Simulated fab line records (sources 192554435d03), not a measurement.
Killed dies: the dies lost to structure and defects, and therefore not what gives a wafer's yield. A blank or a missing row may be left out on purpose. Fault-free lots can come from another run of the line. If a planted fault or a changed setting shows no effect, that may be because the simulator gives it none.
Problem report in the 8D (eight disciplines) form, filled by code || flow n5Finfet || the parts of the form that need people (team, actions taken, sign-off) are left out
Where a reading is given only as a bound, like >300, the bound stands for it, and a mean or a difference that rests on one is marked > or <: the true number lies beyond.

== 1. THE ISSUE ==
rawDefectCount at N5_MIM_TOP_LITHO_INSPECT_12 reads a mean of >300 on 1 wafer of 1 lot; wafers without a fault read 2.0 with a standard deviation of 1.2. That is +99 or more standard deviations from the usual mean.
The step: inspects for defects (macro).
The first sign was on wafer L714.5 at day 15 01:19, on defectInspect-01. The record holds 33 wafers of 11 lots with a number at this step. By rule, "out" or "out of limits" means more than 4 standard deviations away from the usual mean. All remaining wafers that have a number are taken as sound.

== 2. WHAT IT IS, WHAT IT ISN'T ==
{"question": "which readings at this step", "is": "rawDefectCount", "is not": "-"}
{"question": "which lots", "is": "L714", "is not": "L704, L705, L706, L709, L710, L712, L720, L722, L724, L725"}
{"question": "which wafers of those lots", "is": "L714.5", "is not": "L714.2, L714.6"}
{"question": "read on which gauges", "is": "defectInspect-01", "is not": "defectInspect-02"}
{"question": "when", "is": "from day 15 01:19", "is not": "up to then (20 sound wafers); but 12 sound wafers of L720, L722, L724, L725 came after"}

== 3. SUSPECTS, AND WHAT RULES EACH OUT ==
Counting: any tool at a process step up to the reading remains a suspect provided it ran every lot that is out. Sound lots after the first of them don't rule it out here, since some wafers of a struck lot are sound.
- the gauge at N5_MIM_TOP_LITHO_INSPECT_12 has been ruled out. All the wafers that are out were read on defectInspect-01, but those of them that N5_PASSIVATION_PROBE_49 has rows for are out there too, on other tools.
- pvdSputter-03 at N5_MIM_BOT_SPUTTER_00 (material TiN, target thk 35 nm, time 89.7 s): kept. It processed L714, the lot that is out, at day 14 23:50, and its most recent sound lot before then was L709 at day 13 15:46.
- aldHk-01 at N5_MIM_TOP_ALD_00 (deposits Al2O3, purge time 3 s, co reactant pulse time 3 s): kept. It processed L714, the lot that is out, at day 14 23:56, and its most recent sound lot before then was L710 at day 13 21:11.
- aldHk-01 at N5_MIM_TOP_ALD_02 (deposits Al2O3, purge time 3 s, co reactant pulse time 3 s): kept. It processed L714, the lot that is out, at day 15 01:17, and its most recent sound lot before then was L710 at day 13 23:00. N5_MIM_TOP_ALD_02 gives no start for some lots, so the hours and the order of its lots are those of N5_MIM_TOP_LITHO_OVL_MEAS_11.
- Within aldHk-01 at N5_MIM_TOP_ALD_00, the wafers that are out were processed in chamber 1 and their sound lot-mates in chamber 2.
- Within aldHk-01 at N5_MIM_TOP_ALD_02, the wafers that are out were processed in chamber 1 and their sound lot-mates in chamber 2.
Still standing after the count: pvdSputter-03 at N5_MIM_BOT_SPUTTER_00, aldHk-01 at N5_MIM_TOP_ALD_00, aldHk-01 at N5_MIM_TOP_ALD_02.

== 4. THE CAUSE (what the simulator had put in) ==
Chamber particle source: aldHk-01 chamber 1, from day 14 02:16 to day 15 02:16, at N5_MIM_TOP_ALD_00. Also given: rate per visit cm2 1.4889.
After counting, 3 suspects remain, this tool included.

== 5. THE EFFECT CHAIN, in route order ==
Each row: a reading whose mean over the struck wafers that have a number lies more than 3 standard deviations from the usual. Only readings for which the record gives a usual standard deviation are gone through. hours: the time from each lot's start at the first step in this table that gives one to its start at this step, as a median over the lots. sigmas: the change in usual standard deviations.
{"hours": 0, "step": "N5_MIM_TOP_LITHO_INSPECT_12", "reading": "rawDefectCount", "usual": 2.0, "on struck wafers": ">300", "change": ">+298", "sigmas": "+99 or more"}
{"hours": 10, "step": "N5_PASSIVATION_PROBE_49", "reading": "defectLimitedYield", "usual": "91.3 %", "on struck wafers": 85.4, "change": -5.9, "sigmas": -4.2}
{"hours": 10, "step": "N5_PASSIVATION_PROBE_49", "reading": "killedAtContacts", "usual": 12, "on struck wafers": 33, "change": "+21", "sigmas": "+3.1"}
{"hours": 10, "step": "N5_PASSIVATION_PROBE_49", "reading": "killedAtOther", "usual": 4, "on struck wafers": 72, "change": "+68", "sigmas": "+21"}
{"hours": 10, "step": "N5_PASSIVATION_PROBE_49", "reading": "killedDies", "usual": 103, "on struck wafers": 172, "change": "+69", "sigmas": "+4.3"}
{"hours": 10, "step": "N5_PASSIVATION_PROBE_49", "reading": "killedOnRim", "usual": 14, "on struck wafers": 27, "change": "+13", "sigmas": "+3.2"}
{"hours": 10, "step": "N5_PASSIVATION_PROBE_49", "reading": "sort_bin_5_function", "usual": "5.1 %", "on struck wafers": 8.6, "change": "+3.5", "sigmas": "+4.0"}
{"hours": 10, "step": "N5_PASSIVATION_PROBE_49", "reading": "sortNPass", "usual": 1077, "on struck wafers": 1008, "change": -69, "sigmas": -4.3}
{"hours": 10, "step": "N5_PASSIVATION_PROBE_49", "reading": "sortYieldPct", "usual": "91.3 %", "on struck wafers": 85.4, "change": -5.9, "sigmas": -4.2}
Process steps it contains:
- N5_PASSIVATION_PROBE_49

== 6. WHAT WOULD HAVE CAUGHT IT SOONER ==
23 hours passed between the start of the fault at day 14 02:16 and the first reading out of limits at a measuring or inspecting step in this record, taken at day 15 01:19.
Tool readings at N5_MIM_TOP_ALD_00 with a usual standard deviation given in the record: none out on any struck wafer, hence no alarm at a limit of 4 standard deviations on them.
The start of N5_MIM_TOP_ALD_00 on aldHk-01 came by day 15 01:19 for every one of the lots that are out (1). Holding the tool at that point would not have protected any of them.
